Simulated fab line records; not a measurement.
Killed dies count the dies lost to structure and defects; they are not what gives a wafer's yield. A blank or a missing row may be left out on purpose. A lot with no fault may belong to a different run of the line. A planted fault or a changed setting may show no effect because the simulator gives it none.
Struck lot and sound lot, side by side / flow n5 finfet / 38 out of 1938 route steps
Sound: wafers L265.2, L265.4, L265.6. Struck: wafers L255.1, L255.2, L255.6. At the end, the cause is stated.
At each step with rows: each side's tool, then ch and its chambers, then its first start. Under that, the readings that differ: sound wafers / struck wafers / difference of the means / sigmas: that difference in standard deviations of wafers without a fault.
alike: words and numbers the same on both sides, and readings whose means are apart by under 2 such deviations; not compared: readings that were withheld, readings missing a value for some wafer, numbers with overlapping values and no deviation given by the record, and bounds like >300 which may hide the same value.
The two part at a step that has a row with sigmas, a row that says differs or no value, or rows on one side only. Non-overlapping numbers with no deviation appear without sigmas and do not part them. Lack of a reading on every wafer of one side parts them only where that side has two or more wafers.

first, 9 steps without rows for these wafers: N5_BEOL_M1_ANNEAL_95 (time 240 s); N5_BEOL_M1_SPUTTER_96 (material Cu, target thk 4.5 nm, time 8.29 s); N5_BEOL_M1_ECD_50 (material Cu, target thk 300 nm); N5_BEOL_M1_ANNEAL_51 (time 90 s); N5_BEOL_M1_CMP_52 (polishes, stops on SiOC, t overpolish 6.8 s, target thk 40 nm); N5_BEOL_M1_PRE_CLEAN_60 (time 15 s); N5_BEOL_M1_CO_CAP_55 (material Co, precursor CCTBA/H2, target thk 2 nm, time 102.1 s); N5_BEOL_M1_PRE_CLEAN_56 (time 15 s); N5_BEOL_M1_DEP_57 (deposits SiCN from 3MS/NH3, target thk 8 nm, time 14 s).
N5_BEOL_M2_ILD_DEP_00: deposits SiOC from DEMS/O2, target thk 79 nm, time 15.3 s.
  sound on pecvd-03 ch 0,1,2, day 12 09:01; struck on pecvd-01 ch 1,2, day 10 10:48
  alike: heater power w, rf fwd power W, showerhead plenum p Torr, showerhead vpp V, throttle valve pct
  not compared: since wet clean h
N5_BEOL_M2_THK_MEAS_01:
  sound on film metro-01 at day 12 09:05; struck on film metro-01 at day 10 10:52
reading=M2_ILD_THK (nm); sound=79.3 79.4 79.1; struck=159.3 156.1 159.9; difference=+79.2; sigmas=+79
then, 24 steps without rows for these wafers: N5_BEOL_M2_PECVD_72 (deposits SiO2 from TEOS/O2, target thk 16 nm, time 18 s); N5_BEOL_M2_HM_DEP_02 (deposits TiN, target thk 20 nm); N5_BEOL_M2_COAT_61 (time 60 s, resist thk 60 nm); N5_BEOL_M2_COAT_62 (time 60 s, resist thk 12 nm); N5_BEOL_M2_COAT_73 (time 60 s, resist thk 5 nm); N5_BEOL_M2_COAT_05 (resist thk 30 nm); N5_BEOL_M2_EBR_07; N5_BEOL_M2_SOFTBAKE_06 (time 60 s); N5_BEOL_M2_EXPOSE_08 (exposes mask M2); N5_BEOL_M2_PEB_09 (peb time 60 s); N5_BEOL_M2_DEVELOP_10 (develop time 30 s); N5_BEOL_M2_DESCUM_16 (chemistry O2, time 7 s); N5_BEOL_M2_ETCH_74 (etches underlayer in N2/H2, target depth 6.5 nm, time 5.2 s); N5_BEOL_M2_ETCH_63 (etches SiARC in CF4, target depth 15.6 nm, time 26 s); N5_BEOL_M2_ETCH_64 (etches SOC in N2/H2, target depth 75 nm, overetch 22.5 nm, time 121.9 s); N5_BEOL_M2_STRIP_65 (strips in N2/H2); N5_BEOL_M2_STRIP_75 (strips in N2/H2); N5_BEOL_M2_STRIP_66 (strips in CF4); N5_BEOL_M2_HM_OPEN_17 (chemistry Cl2/BCl3, target TiN, target depth 20 nm, overetch 6 nm); N5_BEOL_M2_STRIP_19 (strips in O2); N5_BEOL_M2_COAT_67 (time 60 s, resist thk 60 nm); N5_BEOL_M2_COAT_68 (time 60 s, resist thk 12 nm); N5_BEOL_M2_COAT_76 (time 60 s, resist thk 5 nm); N5_BEOL_M2_COAT_22 (resist thk 30 nm).
N5_BEOL_M2_CMP_52: polishes, stops on SiOC, t overpolish 6.8 s, target thk 40 nm.
  sound on cmp-02 ch 0,1,3, day 12 21:33; struck on cmp-01 ch 1,2, day 10 22:48
reading=clearing platen rpm (rpm); sound=50.030 50.066 50.014; struck=49.960 49.958 50.000; difference=-0.064; sigmas=-2
reading=model.SiOC_of_BEOL_M2_ILD_DEP_00.thk nm (nm); sound=76.4 76.4 76.2; struck=156.4 153.2 157; difference=+79.2; sigmas=
  alike: barrier field endpoint s, motor current A, overpolish run s, time to endpoint s
N5_BEOL_M4_RC_MEAS_101:
  the record has rows for the sound wafers here (prober-02 ch 0, day 14 06:37) and none for the struck ones
-- the record jumps here: 6 days lie between the struck wafers' starts before and after (it left off in module BEOL_M4 and takes up again in module PASSIVATION, whose first step shown is number 1936 of the route) --
N5_PASSIVATION_PROBE_49:
  sound on prober-02 at day 19 00:34; struck on prober-02 at day 16 11:35
reading=defect limited yield (%); sound=90.2 90.7 93.0; struck=0 0 0; difference=-91; sigmas=-65
reading=killed_at_M0_to_M3; sound=29 26 20; struck=1084 1095 1092; difference=+1065; sigmas=+99 or more
reading=killed dies; sound=116 110 83; struck=1180 1180 1180; difference=+1077; sigmas=+63
reading=killed on rim; sound=7 14 8; struck=152 152 152; difference=+142; sigmas=+36
reading=killed short; sound=41 20 18; struck=51 38 41; difference=+17; sigmas=+2
reading=sort_bin_5_function (%); sound=5.2 5.9 4.1; struck=94.9 96.3 96.1; difference=+90.7; sigmas=+95
reading=sort n pass; sound=1064 1070 1097; struck=0 0 0; difference=-1077; sigmas=-63
reading=sort yield pct (%); sound=90.2 90.7 93.0; struck=0 0 0; difference=-91; sigmas=-61
  alike: killed_at_M4_up, killed at contacts, killed at front end, killed at other, killed open, sort_bin_6_memory

WHERE THEY PART
Last at N5_PASSIVATION_PROBE_49 as far as this record goes, first at N5_BEOL_M2_THK_MEAS_01.

WHY: what the simulator had put in
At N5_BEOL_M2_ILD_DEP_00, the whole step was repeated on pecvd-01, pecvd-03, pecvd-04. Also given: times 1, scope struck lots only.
